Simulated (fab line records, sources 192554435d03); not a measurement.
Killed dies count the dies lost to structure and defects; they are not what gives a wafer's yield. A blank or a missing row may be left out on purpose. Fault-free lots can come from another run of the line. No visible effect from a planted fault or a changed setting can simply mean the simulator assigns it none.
What tool caused it? + flow n5-finfet + Sampling: 24 lots, 72 wafers, 6 of 1938 route steps

== WHAT THE GAUGES SHOWED, per wafer ==
N5_STI_FIN_REVEAL_THK_MEAS_05. Usual: thk-nm at 132.0 nm, with a standard deviation of 1.4.
| lot  | measured    | on            | thk-nm (nm)       | flag |
|------|-------------|---------------|-------------------|------|
| L074 | day 2 10:35 | film-metro-02 | 133.6 129.7 133.5 |      |
| L075 | day 2 14:32 | film-metro-01 | 133.5 134.6 133.4 |      |
| L076 | day 2 20:58 | film-metro-02 | 130.7 132.6 129.6 |      |
| L077 | day 3 04:25 | film-metro-01 | 129.7 132.7 133.4 |      |
| L078 | day 3 09:18 | film-metro-01 | 128.6 132.2 131.1 |      |
| L079 | day 3 15:52 | film-metro-02 | 131.8 130.5 132.3 |      |
| L080 | day 3 20:52 | film-metro-01 | 131.5 132.5 131.2 |      |
| L081 | day 4 03:46 | film-metro-02 | 128.8 130.6 129.6 |      |
| L082 | day 4 13:07 | film-metro-01 | 130.0 131.7 133.3 |      |
| L083 | day 4 15:53 | film-metro-02 | 132.4 130.3 130.1 |      |
| L084 | day 4 22:23 | film-metro-01 | 132.1 131.6 133.5 |      |
| L085 | day 5 05:24 | film-metro-01 | 132.1 134.6 132.4 |      |
| L086 | day 5 12:16 | film-metro-01 | 129.6 132.7 132.6 |      |
| L087 | day 5 18:25 | film-metro-01 | 132.1 134.6 132.9 |      |
| L088 | day 5 21:58 | film-metro-01 | 132.4 132.2 132.0 |      |
| L089 | day 6 04:34 | film-metro-01 | 129.8 133.4 129.7 |      |
| L090 | day 6 10:08 | film-metro-02 | 133.2 131.7 133.5 |      |
| L091 | day 6 16:06 | film-metro-02 | 129.6 131.5 129.9 |      |
| L092 | day 6 22:31 | film-metro-02 | 131.0 132.6 133.4 |      |
| L093 | day 7 04:53 | film-metro-02 | 132.2 133.3 132.9 |      |
| L094 | day 7 09:10 | film-metro-02 | 131.5 130.6 130.3 |      |
| L095 | day 7 17:22 | film-metro-01 | 131.1 132.8 133.4 |      |
| L096 | day 7 21:57 | film-metro-02 | 135.2 132.5 133.0 |      |
| L097 | day 8 03:17 | film-metro-01 | 130.6 132.2 133.2 |      |

N5_SPACER0_INSPECT_04: inspects for defects (darkfield). Usual: raw-defect-count at 148, with a standard deviation of 35.
| lot  | measured    | on                | raw-defect-count | flag |
|------|-------------|-------------------|------------------|------|
| L074 | day 3 00:47 | defect-inspect-01 | 219 135 156      |      |
| L075 | day 3 06:15 | defect-inspect-01 | 144 142 165      |      |
| L076 | day 3 11:29 | defect-inspect-02 | 163 133 143      |      |
| L077 | day 3 18:13 | defect-inspect-02 | 198 102 238      |      |
| L078 | day 3 23:24 | defect-inspect-01 | 132 116 149      |      |
| L079 | day 4 07:12 | defect-inspect-01 | 78 89 145        |      |
| L080 | day 4 10:43 | defect-inspect-01 | 141 162 165      |      |
| L081 | day 4 18:05 | defect-inspect-01 | 138 191 101      |      |
| L082 | day 5 03:59 | defect-inspect-01 | 163 176 153      |      |
| L083 | day 5 07:22 | defect-inspect-01 | 197 159 123      |      |
| L084 | day 5 12:37 | defect-inspect-01 | 125 76 80        |      |
| L085 | day 5 19:52 | defect-inspect-01 | 169 156 160      |      |
| L086 | day 6 04:07 | defect-inspect-02 | 162 136 112      |      |
| L087 | day 6 08:56 | defect-inspect-01 | 159 154 102      |      |
| L088 | day 6 13:54 | defect-inspect-01 | 191 213 173      |      |
| L089 | day 6 19:05 | defect-inspect-02 | 148 108 126      |      |
| L090 | day 7 00:18 | defect-inspect-01 | 158 162 169      |      |
| L091 | day 7 06:22 | defect-inspect-02 | 199 124 221      |      |
| L092 | day 7 12:23 | defect-inspect-02 | 107 111 99       |      |
| L093 | day 7 21:02 | defect-inspect-01 | 144 168 152      |      |
| L094 | day 7 23:47 | defect-inspect-01 | 126 151 143      |      |
| L095 | day 8 07:16 | defect-inspect-01 | 141 145 137      |      |
| L096 | day 8 12:05 | defect-inspect-02 | 131 114 152      |      |
| L097 | day 8 17:53 | defect-inspect-02 | 122 153 152      |      |

== EACH LOT AND THE TOOL THAT RAN IT (in order: tool; ch and the chambers of the sampled wafers; start) ==
| lot  | N5_DUMMY_GATE_TRIM_49           | N5_DUMMY_GATE_STRIP_41            | N5_SPACER0_ALD_07                | N5_SPACER0_ALD_08                |
|------|---------------------------------|-----------------------------------|----------------------------------|----------------------------------|
| L074 | rie-si-06 ch 0,2,3, day 2 23:05 | rie-diel-03 ch 0,1, day 2 23:30   | ald-sin-04 ch 0,1,3, day 3 00:13 | ald-sin-04 ch 0,1,3, day 3 00:38 |
| L075 | rie-si-06 ch 2,3, day 3 04:32   | rie-diel-06 ch 0,3, day 3 04:58   | ald-sin-04 ch 0,2,3, day 3 05:41 | ald-sin-04 ch 0,2,3, day 3 06:05 |
| L076 | rie-si-03 ch 1,2,3, day 3 09:43 | rie-diel-05 ch 0,1,2, day 3 10:06 | ald-sin-02 ch 0,2,3, day 3 10:55 | ald-sin-02 ch 0,2,3, day 3 11:19 |
| L077 | rie-si-06 ch 1,3, day 3 16:32   | rie-diel-03 ch 0,2,3, day 3 16:47 | ald-sin-02 ch 0,1,3, day 3 17:38 | ald-sin-02 ch 0,1,3, day 3 18:03 |
| L078 | rie-si-06 ch 0,2,3, day 3 21:49 | rie-diel-06 ch 0,1,2, day 3 22:06 | ald-sin-03 ch 0,1,2, day 3 22:50 | ald-sin-03 ch 0,1,2, day 3 23:14 |
| L079 | rie-si-03 ch 0,2,3, day 4 04:08 | rie-diel-03 ch 0,2,3, day 4 04:37 | ald-sin-04 ch 0,1,3, day 4 06:38 | ald-sin-04 ch 0,1,3, day 4 07:03 |
| L080 | rie-si-06 ch 0,2,3, day 4 09:10 | rie-diel-05 ch 0,1,3, day 4 09:25 | ald-sin-03 ch 0,2,3, day 4 10:08 | ald-sin-03 ch 0,2,3, day 4 10:33 |
| L081 | rie-si-05 ch 0,2,3, day 4 16:25 | rie-diel-03 ch 2,3, day 4 16:40   | ald-sin-02 ch 1,2, day 4 17:31   | ald-sin-02 ch 1,2, day 4 17:56   |
| L082 | rie-si-05 ch 1,2,3, day 5 01:55 | rie-diel-03 ch 0,1,3, day 5 02:09 | ald-sin-02 ch 1,2,3, day 5 03:25 | ald-sin-02 ch 1,2,3, day 5 03:49 |
| L083 | rie-si-05 ch 0,2,3, day 5 05:35 | rie-diel-06 ch 1,2,3, day 5 05:56 | ald-sin-03 ch 0,2,3, day 5 06:47 | ald-sin-03 ch 0,2,3, day 5 07:12 |
| L084 | rie-si-05 ch 1,2, day 5 10:55   | rie-diel-03 ch 0,1,2, day 5 11:10 | ald-sin-02 ch 0,1,2, day 5 12:02 | ald-sin-02 ch 0,1,2, day 5 12:27 |
| L085 | rie-si-05 ch 1,2,3, day 5 18:08 | rie-diel-05 ch 0,1,2, day 5 18:33 | ald-sin-04 ch 0,2, day 5 19:18   | ald-sin-04 ch 0,2, day 5 19:43   |
| L086 | rie-si-05 ch 0,1,3, day 6 02:29 | rie-diel-05 ch 0,1,2, day 6 02:46 | ald-sin-03 ch 0,1,2, day 6 03:32 | ald-sin-03 ch 0,1,2, day 6 03:57 |
| L087 | rie-si-06 ch 1,2,3, day 6 06:37 | rie-diel-05 ch 1,2, day 6 06:55   | ald-sin-04 ch 0,2,3, day 6 08:22 | ald-sin-04 ch 0,2,3, day 6 08:47 |
| L088 | rie-si-06 ch 1,3, day 6 12:22   | rie-diel-03 ch 0,2, day 6 12:37   | ald-sin-02 ch 0,1,2, day 6 13:20 | ald-sin-02 ch 0,1,2, day 6 13:45 |
| L089 | rie-si-05 ch 1,2, day 6 17:31   | rie-diel-03 ch 0,2,3, day 6 17:47 | ald-sin-02 ch 1,2,3, day 6 18:31 | ald-sin-02 ch 1,2,3, day 6 18:56 |
| L090 | rie-si-05 ch 0,2,3, day 6 22:34 | rie-diel-06 ch 0,1,2, day 6 22:48 | ald-sin-04 ch 0,3, day 6 23:44   | ald-sin-04 ch 0,3, day 7 00:08   |
| L091 | rie-si-05 ch 0,1, day 7 04:49   | rie-diel-03 ch 2,3, day 7 05:04   | ald-sin-04 ch 0,2, day 7 05:47   | ald-sin-04 ch 0,2, day 7 06:12   |
| L092 | rie-si-05 ch 1,2, day 7 10:52   | rie-diel-05 ch 2,3, day 7 11:07   | ald-sin-02 ch 0,1, day 7 11:50   | ald-sin-02 ch 0,1, day 7 12:14   |
| L093 | rie-si-03 ch 0,3, day 7 19:31   | rie-diel-03 ch 0,2,3, day 7 19:45 | ald-sin-03 ch 0,2,3, day 7 20:29 | ald-sin-03 ch 0,2,3, day 7 20:53 |
| L094 | rie-si-06 ch 0,2, day 7 21:16   | rie-diel-03 ch 0,2,3, day 7 21:31 | ald-sin-03 ch 0,3, day 7 23:13   | ald-sin-03 ch 0,3, day 7 23:37   |
| L095 | rie-si-05 ch 0,1, day 8 05:44   | rie-diel-05 ch 1,2,3, day 8 05:59 | ald-sin-04 ch 0,2,3, day 8 06:42 | ald-sin-04 ch 0,2,3, day 8 07:07 |
| L096 | rie-si-03 ch 0,3, day 8 10:08   | rie-diel-05 ch 0,2,3, day 8 10:23 | ald-sin-04 ch 1,2,3, day 8 11:31 | ald-sin-04 ch 1,2,3, day 8 11:56 |
| L097 | rie-si-03 ch 0,1,2, day 8 15:31 | rie-diel-05 ch 0,2, day 8 15:46   | ald-sin-04 ch 0,1,3, day 8 17:19 | ald-sin-04 ch 0,1,3, day 8 17:43 |
- N5_DUMMY_GATE_TRIM_49: chemistry O2, time 29 s, target cd 14 nm.
- N5_DUMMY_GATE_STRIP_41: strips in O2.
- N5_SPACER0_ALD_07: deposits SiNx, target thk 2 nm.
- N5_SPACER0_ALD_08: deposits SiNx, target thk 2 nm.

== AS READ BY THE TOOLS THEMSELVES (means over the sampled wafers that have a number; for cases with no such wafer, the mark the record gives instead) ==
N5_DUMMY_GATE_TRIM_49. Usual: drypump-motor-current-A 5.6 A, standard deviation 0.43; oes-product-au 1.003 a.u., standard deviation 0.017; rf-fwd-power-W 298.4 W, standard deviation 1; throttle-valve-pct 8.18 %, standard deviation 0.17.
| lot  | tool      | drypump-motor-current-A (A) | oes-product-au (a.u.) | rf-fwd-power-W (W) | throttle-valve-pct (%) | flag |
|------|-----------|-----------------------------|-----------------------|--------------------|------------------------|------|
| L074 | rie-si-06 | 5.6                         | 1.003                 | 298.5              | 8.32                   |      |
| L075 | rie-si-06 | 5.6                         | 1.008                 | 297.5              | 8.37                   |      |
| L076 | rie-si-03 | 5.9                         | 0.980                 | 297.7              | 8.15                   |      |
| L077 | rie-si-06 | 5.4                         | 1.004                 | 299.4              | 8.17                   |      |
| L078 | rie-si-06 | 5.6                         | 0.996                 | 298.2              | 8.32                   |      |
| L079 | rie-si-03 | 5.9                         | 0.986                 | 298.2              | 8.22                   |      |
| L080 | rie-si-06 | 5.6                         | 1.002                 | 298.7              | 8.32                   |      |
| L081 | rie-si-05 | 5.6                         | 0.998                 | 299.0              | 8.11                   |      |
| L082 | rie-si-05 | 5.6                         | 1.009                 | 298.3              | 8.17                   |      |
| L083 | rie-si-05 | 5.6                         | 1.001                 | 298.0              | 8.11                   |      |
| L084 | rie-si-05 | 5.5                         | 1.021                 | 299.5              | 8.15                   |      |
| L085 | rie-si-05 | 5.7                         | 1.007                 | 299.3              | 8.15                   |      |
| L086 | rie-si-05 | 5.9                         | 0.998                 | 299.4              | 8.16                   |      |
| L087 | rie-si-06 | 5.4                         | 1.009                 | 298.1              | 8.22                   |      |
| L088 | rie-si-06 | 5.4                         | 1.007                 | 298.5              | 8.17                   |      |
| L089 | rie-si-05 | 5.2                         | 1.021                 | 297.6              | 8.11                   |      |
| L090 | rie-si-05 | 5.6                         | 0.997                 | 298.3              | 8.11                   |      |
| L091 | rie-si-05 | 5.6                         | 1.019                 | 298.9              | 8.10                   |      |
| L092 | rie-si-05 | 5.5                         | 1.027                 | 299.4              | 8.16                   |      |
| L093 | rie-si-03 | 6.4                         | 0.996                 | 298.9              | 8.32                   |      |
| L094 | rie-si-06 | 5.6                         | 1.001                 | 298.9              | 8.28                   |      |
| L095 | rie-si-05 | 5.6                         | 1.012                 | 298.6              | 8.11                   |      |
| L096 | rie-si-03 | 6.4                         | 0.994                 | 298.7              | 8.33                   |      |
| L097 | rie-si-03 | 5.6                         | 0.991                 | 297.5              | 8.22                   |      |

N5_DUMMY_GATE_STRIP_41. Usual: drypump-motor-current-A 5.8 A, standard deviation 0.42; o2-flow-sccm 225.1 sccm, standard deviation 0.63; oes-product-au 0.73 a.u., standard deviation 0.043; rf-vpp-V 3.7 V, standard deviation 0.48; showerhead-plenum-p-Torr 2.15 Torr, standard deviation 0.049; throttle-valve-pct 16.75 %, standard deviation 0.18.
| lot  | tool        | drypump-motor-current-A (A) | o2-flow-sccm (sccm) | oes-product-au (a.u.) | rf-vpp-V (V) | showerhead-plenum-p-Torr (Torr) | throttle-valve-pct (%) | flag |
|------|-------------|-----------------------------|---------------------|-----------------------|--------------|---------------------------------|------------------------|------|
| L074 | rie-diel-03 | 6.1                         | 225.2               | 0.73                  | 4.0          | 2.17                            | 16.62                  |      |
| L075 | rie-diel-06 | 5.5                         | 225.0               | 0.74                  | 3.2          | 2.15                            | 16.72                  |      |
| L076 | rie-diel-05 | 5.6                         | 224.8               | 0.76                  | 3.6          | 2.19                            | 16.58                  |      |
| L077 | rie-diel-03 | 5.8                         | 224.9               | 0.76                  | 3.9          | 2.16                            | 16.82                  |      |
| L078 | rie-diel-06 | 6.0                         | 224.9               | 0.76                  | 4.0          | 2.15                            | 16.64                  |      |
| L079 | rie-diel-03 | 5.8                         | 225.1               | 0.76                  | 3.8          | 2.16                            | 16.82                  |      |
| L080 | rie-diel-05 | 5.5                         | 224.9               | 0.73                  | 3.9          | 2.15                            | 16.65                  |      |
| L081 | rie-diel-03 | 5.7                         | 225.2               | 0.77                  | 3.4          | 2.16                            | 16.95                  |      |
| L082 | rie-diel-03 | 6.1                         | 225.2               | 0.72                  | 3.7          | 2.16                            | 16.80                  |      |
| L083 | rie-diel-06 | 5.9                         | 224.6               | 0.76                  | 3.5          | 2.08                            | 16.67                  |      |
| L084 | rie-diel-03 | 6.0                         | 224.9               | 0.74                  | 3.5          | 2.16                            | 16.78                  |      |
| L085 | rie-diel-05 | 5.6                         | 225.2               | 0.74                  | 3.4          | 2.18                            | 16.60                  |      |
| L086 | rie-diel-05 | 5.6                         | 226.0               | 0.74                  | 3.6          | 2.18                            | 16.61                  |      |
| L087 | rie-diel-05 | 5.5                         | 225.1               | 0.73                  | 3.6          | 2.18                            | 16.75                  |      |
| L088 | rie-diel-03 | 5.8                         | 225.4               | 0.75                  | 3.5          | 2.16                            | 16.72                  |      |
| L089 | rie-diel-03 | 5.8                         | 224.9               | 0.74                  | 4.1          | 2.15                            | 16.87                  |      |
| L090 | rie-diel-06 | 6.0                         | 225.0               | 0.74                  | 3.7          | 2.14                            | 16.68                  |      |
| L091 | rie-diel-03 | 5.8                         | 225.6               | 0.76                  | 3.9          | 2.15                            | 16.99                  |      |
| L092 | rie-diel-05 | 6.2                         | 225.3               | 0.68                  | 3.8          | 2.11                            | 16.75                  |      |
| L093 | rie-diel-03 | 5.8                         | 225.2               | 0.73                  | 3.5          | 2.15                            | 16.88                  |      |
| L094 | rie-diel-03 | 5.8                         | 225.4               | 0.73                  | 3.8          | 2.15                            | 16.88                  |      |
| L095 | rie-diel-05 | 5.8                         | 225.6               | 0.70                  | 3.9          | 2.15                            | 16.78                  |      |
| L096 | rie-diel-05 | 5.9                         | 225.2               | 0.72                  | 3.9          | 2.15                            | 16.64                  |      |
| L097 | rie-diel-05 | 5.6                         | 224.8               | 0.75                  | 3.9          | 2.18                            | 16.50                  |      |

N5_SPACER0_ALD_07. Usual: heater-power-w at 834 W, with a standard deviation of 120.
| lot  | tool       | heater-power-w (W) | flag |
|------|------------|--------------------|------|
| L074 | ald-sin-04 | 915                |      |
| L075 | ald-sin-04 | 809                |      |
| L076 | ald-sin-02 | 821                |      |
| L077 | ald-sin-02 | 925                |      |
| L078 | ald-sin-03 | 764                |      |
| L079 | ald-sin-04 | 903                |      |
| L080 | ald-sin-03 | 791                |      |
| L081 | ald-sin-02 | 818                |      |
| L082 | ald-sin-02 | 775                |      |
| L083 | ald-sin-03 | 789                |      |
| L084 | ald-sin-02 | 875                |      |
| L085 | ald-sin-04 | 779                |      |
| L086 | ald-sin-03 | 757                |      |
| L087 | ald-sin-04 | 811                |      |
| L088 | ald-sin-02 | 883                |      |
| L089 | ald-sin-02 | 777                |      |
| L090 | ald-sin-04 | 861                |      |
| L091 | ald-sin-04 | 771                |      |
| L092 | ald-sin-02 | 956                |      |
| L093 | ald-sin-03 | 805                |      |
| L094 | ald-sin-03 | 850                |      |
| L095 | ald-sin-04 | 804                |      |
| L096 | ald-sin-04 | 891                |      |
| L097 | ald-sin-04 | 905                |      |

N5_SPACER0_ALD_08. Usual: heater-power-w at 834 W, with a standard deviation of 120.
| lot  | tool       | heater-power-w (W) | flag |
|------|------------|--------------------|------|
| L074 | ald-sin-04 | 895                |      |
| L075 | ald-sin-04 | 815                |      |
| L076 | ald-sin-02 | 833                |      |
| L077 | ald-sin-02 | 920                |      |
| L078 | ald-sin-03 | 757                |      |
| L079 | ald-sin-04 | 893                |      |
| L080 | ald-sin-03 | 788                |      |
| L081 | ald-sin-02 | 827                |      |
| L082 | ald-sin-02 | 765                |      |
| L083 | ald-sin-03 | 791                |      |
| L084 | ald-sin-02 | 889                |      |
| L085 | ald-sin-04 | 770                |      |
| L086 | ald-sin-03 | 763                |      |
| L087 | ald-sin-04 | 806                |      |
| L088 | ald-sin-02 | 871                |      |
| L089 | ald-sin-02 | 774                |      |
| L090 | ald-sin-04 | 869                |      |
| L091 | ald-sin-04 | 776                |      |
| L092 | ald-sin-02 | 960                |      |
| L093 | ald-sin-03 | 791                |      |
| L094 | ald-sin-03 | 849                |      |
| L095 | ald-sin-04 | 802                |      |
| L096 | ald-sin-04 | 890                |      |
| L097 | ald-sin-04 | 910                |      |

== THE ANSWER, worked out from the rows above alone ==
Rule: a lot is off if the mean of its wafers that have a number lies more than 3 standard deviations from the usual mean. A lot without any number at a reading at which 4 lots or more have one is off too. Any other lot the step has rows for is counted as sound. First the gauges in route order, then the tools' own readings, where a lot's mean is used as printed above. The first step at which some lot is off is used, and at that step the reading that is off furthest; a lot without a number counts as furthest.
No lot is off at any reading shown: from this, nothing can be told.

== WHAT THE SIMULATOR PUT IN ==
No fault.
